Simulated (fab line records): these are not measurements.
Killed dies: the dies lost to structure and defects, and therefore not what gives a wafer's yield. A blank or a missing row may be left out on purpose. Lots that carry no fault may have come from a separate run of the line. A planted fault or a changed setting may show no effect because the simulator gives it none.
Matching of chambers / flow nand harc / NHARC_P_M0_CMP_23 on cmp-03: 4 sister chambers
The step polishes, t overpolish 20 s, target thk 117.54 nm. 8 wafers are shown with their chamber, then 7 later ones without.

== EACH WAFER AND ITS CHAMBER ==
wafer=L077.3; chamber=3; motor current A (A)=10.3; edge zone pressure frac=0.991
wafer=L079.4; chamber=1; motor current A (A)=12.5; edge zone pressure frac=0.992
wafer=L079.6; chamber=2; motor current A (A)=12.0; edge zone pressure frac=1.000
wafer=L083.3; chamber=3; motor current A (A)=12.0; edge zone pressure frac=1.013
wafer=L083.4; chamber=1; motor current A (A)=11.6; edge zone pressure frac=1.002
wafer=L083.5; chamber=0; motor current A (A)=13.4; edge zone pressure frac=1.008
wafer=L089.1; chamber=2; motor current A (A)=11.8; edge zone pressure frac=1.006
wafer=L089.2; chamber=0; motor current A (A)=13.6; edge zone pressure frac=1.005

== WAFERS WHOSE CHAMBER IS MISSING ==
wafer=L089.3; motor current A (A)=10.6; edge zone pressure frac=1.002
wafer=L096.3; motor current A (A)=10.6; edge zone pressure frac=1.005
wafer=L096.5; motor current A (A)=11.8; edge zone pressure frac=1.001
wafer=L096.6; motor current A (A)=12.2; edge zone pressure frac=1.001
wafer=L097.1; motor current A (A)=11.3; edge zone pressure frac=0.997
wafer=L097.3; motor current A (A)=12.2; edge zone pressure frac=1.003
wafer=L097.6; motor current A (A)=11.6; edge zone pressure frac=0.996

== WHICH CHAMBER EACH WENT THROUGH ==
wafer=L089.3; from the rows above=can't be placed: 3 or 2 or 1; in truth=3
wafer=L096.3; from the rows above=can't be placed: 3 or 2 or 1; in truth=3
wafer=L096.5; from the rows above=can't be placed: 2 or 1 or 3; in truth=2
wafer=L096.6; from the rows above=can't be placed: 2 or 1 or 3 or 0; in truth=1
wafer=L097.1; from the rows above=can't be placed: 3 or 1 or 2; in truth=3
wafer=L097.3; from the rows above=can't be placed: 2 or 1 or 3 or 0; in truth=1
wafer=L097.6; from the rows above=can't be placed: 1 or 2 or 3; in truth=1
Placed correctly: 0 of 7. These rows do not allow placing 7 (true chamber among the candidates in 7). Number placed wrongly: 0.
How it was worked out, from the rows above alone: a wafer's distance from a chamber is the root of the sum, over the readings, of the square of ((its reading less the chamber's mean) divided by the reading's scatter). The wafer belongs to the nearest chamber; if the next one is less than 2 further off, it can't be placed. Each chamber's mean is taken over the wafers shown for it. The scatter: the root of (the sum of the squares of (reading less its chamber's mean) over the shown wafers, divided by (wafers less chambers)).
